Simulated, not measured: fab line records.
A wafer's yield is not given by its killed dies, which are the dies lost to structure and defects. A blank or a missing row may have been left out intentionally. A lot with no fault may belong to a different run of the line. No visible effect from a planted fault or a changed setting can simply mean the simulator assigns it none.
fab line records ; flow n5Finfet ; part 2 of 2: steps 16 to 16 of 16
record lots=7; wafers=21; lastDay=21
route steps=1938 shown SD_EPI_N@276 BEOL_M4@1111 PASSIVATION@1936
lots untouched by any fault: they come from a run of this same line in which no faults occurred
startH: hours from the record's first day to the start of the lot's first wafer shown ; waitH: hours since the lot's step before ; " the same as in the row above ; L1.1+2: one row covering several wafers at once ; - no value present, or no start provided ; * or withheld: withheld ; < > ~ a bound
route shown NAME@n: a module of which the file shows steps, and the number in the route of the first ; usual: the fault-free wafers' mean and standard deviation ; same: alike in all rows ; chamber/n: place in a boat ; sites: readings site by site ; _std_site: standard deviation across them ; _edge_site: the outer-site mean with the inner-site mean subtracted ; radiusMm: for every site, how far away it sits from the centre of the wafer ; mask NAME#n: copy n ; behind: the last tool/chamber to shape the wafer ; hold: why the lot went on hold/how many hours it stayed there/how the hold came to an end ; device: names the non-switching transistor (n, p or np) ; end of line: the same wafers' tests at the end of the route ; a step without rows: its recipe alone ; killed: not the wafer's yield, but the dies lost to structure and defects at the first sort ; map: the dies of a wafer, with x for killed, . for not killed, _ for no die there
set.NAME: the setting as run; set.NAME@STEP: as run at that earlier step ; model.NAME: the simulator's own value behind a step, which no gauge read
certain route steps with their lots: each step a table, each wafer a row
services: from which hour (startH, from the record's first day; less than 0 if before it) a tool's chamber was out of use, for how many hours, and why
## steps
# step N5_PASSIVATION_PROBE_49
# usual defectLimitedYield=91.1/1.4; killed_at_M0_to_M3=34/9.6; killed_at_M4_up=15/5.3; killedAtContacts=12/6.1; killedAtFrontEnd=40/11; killedAtOther=3.5/2.8; killedDies=105/17; killedOnRim=14/4.3; killedOpen=70/12; killedShort=34/7.7; sort_bin_5_function=5.2/0.97; sort_bin_6_memory=3.4/0.62; sortNPass=1075/17; sortYieldPct=91.1/1.4
# same grossDies=1180; killedAtBackSide=0; sort_bin_4_leakage[%]=0; sort_bin_8_speed[%]=0
lot.wafer;tool;chamber;startH;waitH;defectLimitedYield[%];killed_at_M0_to_M3;killed_at_M4_up;killedAtContacts;killedAtFrontEnd;killedAtOther;killedDies;killedOnRim;killedOpen;killedShort;sort_bin_5_function[%];sort_bin_6_memory[%];sortNPass;sortYieldPct[%]
L628.1;prober-02;-;377.44;0.0;89.4;30;20;18;54;3;125;10;85;38;6.4;3.6;1055;89.4
L628.3;prober-02;-;377.54;0.1;90.7;36;14;10;49;1;110;8;72;32;5.4;3.7;1070;90.7
L628.4;prober-02;-;377.59;0.2;88.2;48;15;11;64;1;139;23;88;47;6.6;4.7;1041;88.2
L627.2;prober-01;-;387.88;0.1;92.4;24;23;1;37;5;90;16;57;25;4.2;3.1;1090;92.4
L627.3;prober-01;-;387.93;0.1;90.6;38;10;7;48;8;111;11;67;42;5.9;3.5;1069;90.6
L627.6;prober-01;-;388.08;0.3;91.9;20;12;4;53;6;95;6;57;38;4.2;3.3;1085;91.9
L638.1;prober-01;-;433.44;0.0;0;29;17;10;1121;3;1180;152;71;24;96.3;3.6;0;0
L638.2;prober-01;-;433.49;0.1;0;30;14;31;1104;1;1180;152;80;28;96.3;3.1;0;0
L638.4;prober-01;-;433.59;0.2;0;35;14;9;1122;0;1180;152;57;15;97.6;2.2;0;0
L641.3;prober-01;-;450.49;0.1;94.1;26;4;6;32;2;70;17;47;21;3.6;2.0;1110;94.1
L641.4;prober-01;-;450.54;0.2;91.4;22;13;7;54;6;102;17;65;31;4.7;3.5;1078;91.4
L641.6;prober-01;-;450.64;0.3;91.4;42;9;17;33;1;102;12;70;27;4.8;3.7;1078;91.4
L639.3;prober-01;-;454.57;0.4;0;43;17;22;1094;4;1180;152;89;39;95.4;4.3;0;0
L639.4;prober-01;-;454.62;0.4;0;44;5;10;1118;3;1180;152;62;40;96.1;3.7;0;0
L639.5;prober-01;-;454.67;0.5;0;36;10;18;1116;0;1180;152;66;29;96.9;2.9;0;0
L640.2;prober-02;-;462.19;0.1;0;21;31;3;1124;1;1180;152;69;25;96.5;3.4;0;0
L640.3;prober-02;-;462.24;0.1;0;37;21;9;1112;1;1180;152;89;28;96.5;3.3;0;0
L640.4;prober-02;-;462.29;0.2;0;42;20;8;1102;8;1180;152;72;46;96.4;3.4;0;0
L648.2;prober-02;-;501.38;0.3;91.2;31;15;9;46;3;104;16;73;30;5.1;3.5;1076;91.2
L648.3;prober-02;-;501.43;0.4;91.4;33;16;7;36;10;102;13;71;30;5.2;3.2;1078;91.4
L648.4;prober-02;-;501.48;0.4;91.9;30;17;8;38;3;96;9;65;30;4.8;3.2;1084;91.9
# killed by level:class
L628.1 STI_FIN_REVEAL:geometricParticle:open=17 MOL_CONTACT_COAG:geometricParticle:open=12 FIN_SAQP:geometricParticle:short=11 BEOL_M2:geometricParticle:open=11 BEOL_M4:geometricParticle:open=10 GATE_CUT:geometricParticle:short=7 FIN_SAQP:geometricParticle:open=6 BEOL_M0_SAQP:geometricParticle:open=6
L628.3 STI_FIN_REVEAL:geometricParticle:open=12 BEOL_M2:geometricParticle:open=12 BEOL_M4:geometricParticle:open=10 BEOL_M0_SAQP:geometricParticle:open=9 BEOL_M0_SAQP:geometricParticle:short=7 FIN_SAQP:geometricParticle:open=6 MOL_CONTACT_COAG:geometricParticle:open=6 FIN_SAQP:geometricParticle:short=5
L628.4 BEOL_M2:geometricParticle:open=19 STI_FIN_REVEAL:geometricParticle:open=18 FIN_SAQP:geometricParticle:short=11 FIN_SAQP:geometricParticle:open=11 BEOL_M0_SAQP:geometricParticle:short=9 BEOL_M0_SAQP:geometricParticle:open=8 MOL_CONTACT_COAG:geometricParticle:open=7 DUMMY_GATE:geometricParticle:open=5
L627.2 BEOL_M4:geometricParticle:open=10 FIN_SAQP:geometricParticle:open=7 BEOL_M2:geometricParticle:open=6 STI_FIN_REVEAL:geometricParticle:open=5 DUMMY_GATE:geometricParticle:open=5 BEOL_M2:geometricParticle:short=5 HKMG_FIN:areaEtch=5 BEOL_M0_SAQP:geometricParticle:short=4
L627.3 FIN_SAQP:geometricParticle:open=12 BEOL_M1:geometricParticle:open=11 BEOL_M0_SAQP:geometricParticle:short=9 FIN_SAQP:geometricParticle:short=8 STI_FIN_REVEAL:geometricParticle:open=8 BEOL_M0_SAQP:geometricParticle:open=7 STARTING-WAFER:geometricParticle:short=7 MOL_CONTACT_COAG:geometricParticle:open=6
L627.6 FIN_SAQP:geometricParticle:short=17 FIN_SAQP:geometricParticle:open=14 STI_FIN_REVEAL:geometricParticle:open=5 BEOL_M3:geometricParticle:open=5 STARTING-WAFER:geometricParticle:short=4 MOL_CONTACT_COAG:geometricParticle:open=4 BEOL_M0_SAQP:geometricParticle:open=4 BEOL_M1:geometricParticle:open=4
L638.1 SD_EPI_N:areaEpi=1085 STI_FIN_REVEAL:geometricParticle:open=11 BEOL_M3:geometricParticle:open=10 MOL_CONTACT_COAG:geometricParticle:open=8 BEOL_M4:geometricParticle:open=7 BEOL_M1:geometricParticle:open=7 FIN_SAQP:geometricParticle:open=4 GATE_CUT:geometricParticle:short=4
L638.2 SD_EPI_N:areaEpi=1072 MOL_CONTACT_COAG:geometricParticle:open=28 BEOL_M3:geometricParticle:open=15 BEOL_M4:geometricParticle:open=9 GATE_CUT:geometricParticle:short=7 STI_FIN_REVEAL:geometricParticle:open=6 GATE_CUT:geometricParticle:open=5 STARTING-WAFER:geometricParticle:short=5
L638.4 SD_EPI_N:areaEpi=1108 BEOL_M3:geometricParticle:open=15 BEOL_M4:geometricParticle:open=9 MOL_CONTACT_COAG:geometricParticle:open=8 BEOL_M2:geometricParticle:open=8 BEOL_M3:geometricParticle:short=5 STARTING-WAFER:geometricParticle:open=4 FIN_SAQP:geometricParticle:open=2
L641.3 BEOL_M2:geometricParticle:open=7 FIN_SAQP:geometricParticle:short=7 DUMMY_GATE:geometricParticle:open=5 MOL_CONTACT_COAG:geometricParticle:open=5 STARTING-WAFER:geometricParticle:open=5 FIN_SAQP:geometricParticle:open=4 STI_FIN_REVEAL:geometricParticle:open=4 BEOL_M1:geometricParticle:open=4
L641.4 FIN_SAQP:geometricParticle:short=15 FIN_SAQP:geometricParticle:open=12 STI_FIN_REVEAL:geometricParticle:open=10 BEOL_M2:geometricParticle:open=8 BEOL_M4:geometricParticle:open=8 MOL_CONTACT_COAG:geometricParticle:open=6 BEOL_M1:geometricParticle:open=5 HKMG_FIN:areaEtch=5
L641.6 MOL_CONTACT_COAG:geometricParticle:open=16 BEOL_M1:geometricParticle:open=10 BEOL_M0_SAQP:geometricParticle:short=8 BEOL_M2:geometricParticle:open=8 FIN_SAQP:geometricParticle:open=7 BEOL_M3:geometricParticle:open=7 FIN_SAQP:geometricParticle:short=6 STI_FIN_REVEAL:geometricParticle:open=5
L639.3 SD_EPI_N:areaEpi=1052 MOL_CONTACT_COAG:geometricParticle:open=18 BEOL_M4:geometricParticle:open=12 BEOL_M1:geometricParticle:open=10 BEOL_M2:geometricParticle:open=8 FIN_SAQP:geometricParticle:open=7 FIN_SAQP:geometricParticle:short=7 BEOL_M3:geometricParticle:open=6
L639.4 SD_EPI_N:areaEpi=1078 FIN_SAQP:geometricParticle:short=12 FIN_SAQP:geometricParticle:open=9 BEOL_M2:geometricParticle:open=8 BEOL_M0:geometricParticle:open=7 BEOL_M3:geometricParticle:open=7 MOL_CONTACT_COAG:geometricParticle:open=6 STI_FIN_REVEAL:geometricParticle:open=4
L639.5 SD_EPI_N:areaEpi=1085 MOL_CONTACT_COAG:geometricParticle:open=14 BEOL_M2:geometricParticle:open=14 BEOL_M1:geometricParticle:open=10 FIN_SAQP:geometricParticle:short=7 FIN_SAQP:geometricParticle:open=6 GATE_CUT:geometricParticle:open=5 STI_FIN_REVEAL:geometricParticle:open=4
L640.2 SD_EPI_N:areaEpi=1086 BEOL_M4:geometricParticle:open=16 STI_FIN_REVEAL:geometricParticle:open=12 BEOL_M3:geometricParticle:open=12 FIN_SAQP:geometricParticle:short=8 FIN_SAQP:geometricParticle:open=6 BEOL_M4:geometricParticle:short=4 DUMMY_GATE:geometricParticle:open=3
L640.3 SD_EPI_N:areaEpi=1062 STI_FIN_REVEAL:geometricParticle:open=28 BEOL_M0_SAQP:geometricParticle:open=9 BEOL_M3:geometricParticle:open=9 MOL_CONTACT_COAG:geometricParticle:open=8 BEOL_M1:geometricParticle:open=7 BEOL_M0_SAQP:geometricParticle:short=6 BEOL_M7:geometricParticle:short=5
L640.4 SD_EPI_N:areaEpi=1062 STI_FIN_REVEAL:geometricParticle:open=19 BEOL_M3:geometricParticle:open=13 BEOL_M4:geometricParticle:open=12 BEOL_M2:geometricParticle:short=9 MOL_CONTACT_COAG:geometricParticle:open=7 FIN_SAQP:geometricParticle:short=6 BEOL_M1:geometricParticle:short=6
L648.2 STI_FIN_REVEAL:geometricParticle:open=21 FIN_SAQP:geometricParticle:open=8 MOL_CONTACT_COAG:geometricParticle:open=8 BEOL_M0_SAQP:geometricParticle:short=8 BEOL_M4:geometricParticle:open=7 BEOL_M2:geometricParticle:open=6 BEOL_M1:geometricParticle:open=5 FIN_SAQP:geometricParticle:short=4
L648.3 FIN_SAQP:geometricParticle:open=8 BEOL_M4:geometricParticle:open=8 FIN_SAQP:geometricParticle:short=7 BEOL_M3:geometricParticle:open=7 STI_FIN_REVEAL:geometricParticle:open=6 BEOL_M0:geometricParticle:open=6 BEOL_M2:geometricParticle:open=6 SPACER0:geometricParticle:open=5
L648.4 STI_FIN_REVEAL:geometricParticle:open=9 BEOL_M4:geometricParticle:open=9 BEOL_M0_SAQP:geometricParticle:short=7 BEOL_M2:geometricParticle:open=7 FIN_SAQP:geometricParticle:short=6 FIN_SAQP:geometricParticle:open=5 DUMMY_GATE:geometricParticle:open=5 STI_FIN_REVEAL:geometricParticle:short=4
# map L638.1 (x killed, . not)
_________________xxxxxxxxxxxx________________
______________xxxxxxxxxxxxxxxxxx_____________
___________xxxxxxxxxxxxxxxxxxxxxxxx__________
__________xxxxxxxxxxxxxxxxxxxxxxxxxx_________
________xxxxxxxxxxxxxxxxxxxxxxxxxxxxxx_______
_______xxxxxxxxxxxxxxxxxxxxxxxxxxxxxxxx______
______xxxxxxxxxxxxxxxxxxxxxxxxxxxxxxxxxx_____
_____xxxxxxxxxxxxxxxxxxxxxxxxxxxxxxxxxxxx____
____xxxxxxxxxxxxxxxxxxxxxxxxxxxxxxxxxxxxxx___
___xxxxxxxxxxxxxxxxxxxxxxxxxxxxxxxxxxxxxxxx__
___xxxxxxxxxxxxxxxxxxxxxxxxxxxxxxxxxxxxxxxx__
__xxxxxxxxxxxxxxxxxxxxxxxxxxxxxxxxxxxxxxxxxx_
__xxxxxxxxxxxxxxxxxxxxxxxxxxxxxxxxxxxxxxxxxx_
_xxxxxxxxxxxxxxxxxxxxxxxxxxxxxxxxxxxxxxxxxxxx
_xxxxxxxxxxxxxxxxxxxxxxxxxxxxxxxxxxxxxxxxxxxx
_xxxxxxxxxxxxxxxxxxxxxxxxxxxxxxxxxxxxxxxxxxxx
_xxxxxxxxxxxxxxxxxxxxxxxxxxxxxxxxxxxxxxxxxxxx
_xxxxxxxxxxxxxxxxxxxxxxxxxxxxxxxxxxxxxxxxxxxx
_xxxxxxxxxxxxxxxxxxxxxxxxxxxxxxxxxxxxxxxxxxxx
_xxxxxxxxxxxxxxxxxxxxxxxxxxxxxxxxxxxxxxxxxxxx
_xxxxxxxxxxxxxxxxxxxxxxxxxxxxxxxxxxxxxxxxxxxx
__xxxxxxxxxxxxxxxxxxxxxxxxxxxxxxxxxxxxxxxxxx_
__xxxxxxxxxxxxxxxxxxxxxxxxxxxxxxxxxxxxxxxxxx_
___xxxxxxxxxxxxxxxxxxxxxxxxxxxxxxxxxxxxxxxx__
___xxxxxxxxxxxxxxxxxxxxxxxxxxxxxxxxxxxxxxxx__
____xxxxxxxxxxxxxxxxxxxxxxxxxxxxxxxxxxxxxx___
_____xxxxxxxxxxxxxxxxxxxxxxxxxxxxxxxxxxxx____
______xxxxxxxxxxxxxxxxxxxxxxxxxxxxxxxxxx_____
_______xxxxxxxxxxxxxxxxxxxxxxxxxxxxxxxx______
________xxxxxxxxxxxxxxxxxxxxxxxxxxxxxx_______
__________xxxxxxxxxxxxxxxxxxxxxxxxxx_________
___________xxxxxxxxxxxxxxxxxxxxxxxx__________
______________xxxxxxxxxxxxxxxxxx_____________
_________________xxxxxxxxxxxx________________
# map L639.3 (x killed, . not)
_________________xxxxxxxxxxxx________________
______________xxxxxxxxxxxxxxxxxx_____________
___________xxxxxxxxxxxxxxxxxxxxxxxx__________
__________xxxxxxxxxxxxxxxxxxxxxxxxxx_________
________xxxxxxxxxxxxxxxxxxxxxxxxxxxxxx_______
_______xxxxxxxxxxxxxxxxxxxxxxxxxxxxxxxx______
______xxxxxxxxxxxxxxxxxxxxxxxxxxxxxxxxxx_____
_____xxxxxxxxxxxxxxxxxxxxxxxxxxxxxxxxxxxx____
____xxxxxxxxxxxxxxxxxxxxxxxxxxxxxxxxxxxxxx___
___xxxxxxxxxxxxxxxxxxxxxxxxxxxxxxxxxxxxxxxx__
___xxxxxxxxxxxxxxxxxxxxxxxxxxxxxxxxxxxxxxxx__
__xxxxxxxxxxxxxxxxxxxxxxxxxxxxxxxxxxxxxxxxxx_
__xxxxxxxxxxxxxxxxxxxxxxxxxxxxxxxxxxxxxxxxxx_
_xxxxxxxxxxxxxxxxxxxxxxxxxxxxxxxxxxxxxxxxxxxx
_xxxxxxxxxxxxxxxxxxxxxxxxxxxxxxxxxxxxxxxxxxxx
_xxxxxxxxxxxxxxxxxxxxxxxxxxxxxxxxxxxxxxxxxxxx
_xxxxxxxxxxxxxxxxxxxxxxxxxxxxxxxxxxxxxxxxxxxx
_xxxxxxxxxxxxxxxxxxxxxxxxxxxxxxxxxxxxxxxxxxxx
_xxxxxxxxxxxxxxxxxxxxxxxxxxxxxxxxxxxxxxxxxxxx
_xxxxxxxxxxxxxxxxxxxxxxxxxxxxxxxxxxxxxxxxxxxx
_xxxxxxxxxxxxxxxxxxxxxxxxxxxxxxxxxxxxxxxxxxxx
__xxxxxxxxxxxxxxxxxxxxxxxxxxxxxxxxxxxxxxxxxx_
__xxxxxxxxxxxxxxxxxxxxxxxxxxxxxxxxxxxxxxxxxx_
___xxxxxxxxxxxxxxxxxxxxxxxxxxxxxxxxxxxxxxxx__
___xxxxxxxxxxxxxxxxxxxxxxxxxxxxxxxxxxxxxxxx__
____xxxxxxxxxxxxxxxxxxxxxxxxxxxxxxxxxxxxxx___
_____xxxxxxxxxxxxxxxxxxxxxxxxxxxxxxxxxxxx____
______xxxxxxxxxxxxxxxxxxxxxxxxxxxxxxxxxx_____
_______xxxxxxxxxxxxxxxxxxxxxxxxxxxxxxxx______
________xxxxxxxxxxxxxxxxxxxxxxxxxxxxxx_______
__________xxxxxxxxxxxxxxxxxxxxxxxxxx_________
___________xxxxxxxxxxxxxxxxxxxxxxxx__________
______________xxxxxxxxxxxxxxxxxx_____________
_________________xxxxxxxxxxxx________________
## services
tool;chamber;startH;hours;kind
epiRpcvd-03;-;67.26;0.3;repair
rieSi-03;1;72.40;7.9;repair
rieDiel-05;3;89.42;-;clean
rieDiel-05;3;89.42;-;consumableReplace:focusRing
rieDiel-05;3;89.42;-;consumableReplace:showerhead
rieDiel-05;3;89.42;32.7;scheduledDown
rieDiel-05;3;89.42;32.7;ventCycle
rieDiel-05;-;89.99;15.6;pm
rieDiel-01;-;109.73;14.6;pm
rieSi-02;3;113.66;15.8;repair
rieDiel-05;1;122.16;-;clean
rieDiel-05;1;122.16;-;consumableReplace:focusRing
rieDiel-05;1;122.16;-;consumableReplace:showerhead
rieDiel-05;1;122.16;17.9;scheduledDown
rieDiel-05;1;122.16;17.9;ventCycle
rieSi-03;1;133.48;3.0;repair
rieSi-02;-;148.65;0.1;repair
rieSi-02;0;154.09;8.8;repair
rieDiel-01;3;166.05;3.5;repair
## key
firstSign step=N5_SD_EPI_N_EPI_21; reading=toolRecord; direction=missing
effect step=N5_PASSIVATION_PROBE_49; reading=killedAtFrontEnd; direction=up; sigmas=99+; usual=40; struck=1113
moreKillsBornAt N5_SD_EPI_N_EPI_21@epiRpcvd-02=3265; N5_SD_EPI_N_EPI_21@epiRpcvd-03=3215; N5_SD_EPI_N_EPI_21@epiRpcvd-01=3210
metAt N5_SD_EPI_N_EPI_21
struckWafers L638.1,L638.2,L638.4,L639.3,L639.4,L639.5,L640.2,L640.3,L640.4
laterRowsLeftOut L638.1,L638.2,L638.4,L639.3,L639.4,L639.5,L640.2,L640.3,L640.4
onsetBetween 61.38 127.61
fault kind=skippedStepWhole; tool=epiRpcvd-01,epiRpcvd-02,epiRpcvd-03; chamber=-; onsetH=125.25; steps=N5_SD_EPI_N_EPI_21; scope=struckLotsOnly
# laterRowsLeftOut: the simulator's readings of these wafers behind a module that went badly wrong aren't trusted and aren't shown, but for the sort
